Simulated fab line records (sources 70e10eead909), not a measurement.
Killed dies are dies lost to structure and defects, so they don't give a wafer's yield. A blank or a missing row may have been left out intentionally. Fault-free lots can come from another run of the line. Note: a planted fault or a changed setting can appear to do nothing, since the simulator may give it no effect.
Matching of chambers || flow nandHarc || NHARC_P_M0_STRIP_18 on rieDiel-13: 4 sister chambers
The step strips in N2/H2. 4 wafers are shown with their chamber, then 8 later ones without.

== WAFERS, EACH WITH ITS CHAMBER ==
{"wafer": "L075.4", "chamber": 0, "drypumpMotorCurrentA (A)": 6.5}
{"wafer": "L086.5", "chamber": 1, "drypumpMotorCurrentA (A)": 5.2}
{"wafer": "L087.3", "chamber": 3, "drypumpMotorCurrentA (A)": 5.0}
{"wafer": "L094.2", "chamber": 2, "drypumpMotorCurrentA (A)": 5.8}

== WAFERS WITHOUT THEIR CHAMBER ==
{"wafer": "L094.5", "drypumpMotorCurrentA (A)": 5.2}
{"wafer": "L094.6", "drypumpMotorCurrentA (A)": 5.8}
{"wafer": "L093.1", "drypumpMotorCurrentA (A)": 5.2}
{"wafer": "L093.5", "drypumpMotorCurrentA (A)": 5.7}
{"wafer": "L093.6", "drypumpMotorCurrentA (A)": 5.2}
{"wafer": "L096.1", "drypumpMotorCurrentA (A)": 5.2}
{"wafer": "L096.5", "drypumpMotorCurrentA (A)": 5.7}
{"wafer": "L096.6", "drypumpMotorCurrentA (A)": 5.0}

== WHICH CHAMBER EACH ONE RAN IN ==
{"wafer": "L094.5", "from the rows above": 1, "in truth": 1}
{"wafer": "L094.6", "from the rows above": 2, "in truth": 2}
{"wafer": "L093.1", "from the rows above": 1, "in truth": 1}
{"wafer": "L093.5", "from the rows above": 2, "in truth": 2}
{"wafer": "L093.6", "from the rows above": 1, "in truth": 1}
{"wafer": "L096.1", "from the rows above": 1, "in truth": 1}
{"wafer": "L096.5", "from the rows above": 2, "in truth": 2}
{"wafer": "L096.6", "from the rows above": 3, "in truth": 3}
Correct placement for 8 of the 8. Not placeable from these rows: 0. Placed wrongly: 0.
How it was worked out, from the rows above alone: a wafer's distance from a chamber is the root of the sum, over the readings, of the square of ((its reading less the chamber's mean) divided by the reading's scatter). If the next closest chamber is less than 2 further off than the closest, the wafer can't be placed; otherwise it belongs to the closest. Each chamber's mean is taken over the wafers shown for it. The scatter: root of mean squared gap, hidden wafer to nearest shown wafer, with one shown wafer a chamber.
